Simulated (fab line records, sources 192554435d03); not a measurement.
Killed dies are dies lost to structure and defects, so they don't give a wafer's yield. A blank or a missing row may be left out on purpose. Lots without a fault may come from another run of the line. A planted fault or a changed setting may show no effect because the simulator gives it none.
Chamber matching | flow n5_finfet | N5_BEOL_M8_ETCH_62 on rie_diel-01: 4 sister chambers
The step etches SOC in N2/H2, target depth 110 nm, overetch 22 nm, time 165 s. 4 wafers are shown with their chamber, then 7 later ones without.

WAFERS WITH THEIR CHAMBER
wafer  | chamber | showerhead_plenum_p_Torr (Torr)
L079.2 | 3       | 2.56
L089.3 | 0       | 2.39
L090.4 | 2       | 2.57
L090.5 | 1       | 2.59

WAFERS WITHOUT THEIR CHAMBER
wafer  | showerhead_plenum_p_Torr (Torr)
L090.6 | 2.55
L092.1 | 2.59
L092.2 | 2.57
L092.4 | 2.57
L096.1 | 2.59
L096.2 | 2.57
L096.3 | 2.54

WHICH CHAMBER EACH WENT THROUGH
wafer  | from the rows above     | in truth
L090.6 | can't be placed: 3 or 2 | 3
L092.1 | 1                       | 1
L092.2 | can't be placed: 2 or 3 | 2
L092.4 | can't be placed: 2 or 3 | 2
L096.1 | 1                       | 1
L096.2 | can't be placed: 2 or 3 | 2
L096.3 | can't be placed: 3 or 2 | 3
Placed correctly: 2 of 7. Can't be placed from these rows: 5 (the true chamber is among the candidates in 5). Placed wrongly: 0.
How it was worked out, from the rows above alone: a wafer's distance from a chamber is the root of the sum, over the readings, of the square of ((its reading less the chamber's mean) divided by the reading's scatter). The wafer belongs to the nearest chamber; if the next one is less than 2 further off, it can't be placed. A chamber's mean is the mean of its shown wafers. The scatter: with one shown wafer a chamber, the root of the mean of the squares of how far each hidden wafer lies from its nearest shown one.
